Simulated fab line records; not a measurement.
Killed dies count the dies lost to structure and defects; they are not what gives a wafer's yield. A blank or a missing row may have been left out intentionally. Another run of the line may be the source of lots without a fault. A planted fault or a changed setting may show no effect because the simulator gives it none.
Chamber matching | flow n5Finfet | rieDiel-04 running N5_BEOL_M11_STRIP_36: 4 sister chambers
The step strips in N2/H2. 7 wafers are shown with their chamber, then 7 later ones without.

## EACH WAFER AND ITS CHAMBER
wafer  | chamber | drypumpMotorCurrentA (A) | throttleValvePct (%)
L570.4 | 0       | 5.8                      | 23.50
L573.4 | 0       | 5.8                      | 23.50
L572.1 | 1       | 6.3                      | 23.78
L572.4 | 2       | 5.2                      | 24.03
L572.6 | 1       | 6.3                      | 23.77
L575.1 | 3       | 5.7                      | 23.51
L575.3 | 2       | 5.3                      | 24.03

## WAFERS WITHOUT THEIR CHAMBER
wafer  | drypumpMotorCurrentA (A) | throttleValvePct (%)
L575.4 | 6.3                      | 23.78
L589.2 | 6.3                      | 23.78
L589.5 | 5.3                      | 23.99
L589.6 | 6.3                      | 23.84
L587.1 | 6.3                      | 23.77
L587.3 | 5.3                      | 24.05
L587.4 | 5.8                      | 23.54

## THE CHAMBER EACH PASSED THROUGH
wafer  | from the rows above | in truth
L575.4 | 1                   | 1
L589.2 | 1                   | 1
L589.5 | 2                   | 2
L589.6 | 1                   | 1
L587.1 | 1                   | 1
L587.3 | 2                   | 2
L587.4 | 3                   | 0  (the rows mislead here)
Correctly placed: 6 of 7. Can't be placed from these rows: 0. Number placed wrongly: 1.
How it was worked out, from the rows above alone: a wafer's distance from a chamber is the root of the sum, over the readings, of the square of ((its reading less the chamber's mean) divided by the reading's scatter). If the next closest chamber is less than 2 further off than the closest, the wafer can't be placed; otherwise it belongs to the closest. The mean given for a chamber averages the wafers shown for that chamber. The scatter: take each reading less its chamber's mean, square it, sum over the shown wafers, divide by the number of wafers less the number of chambers, and take the root.
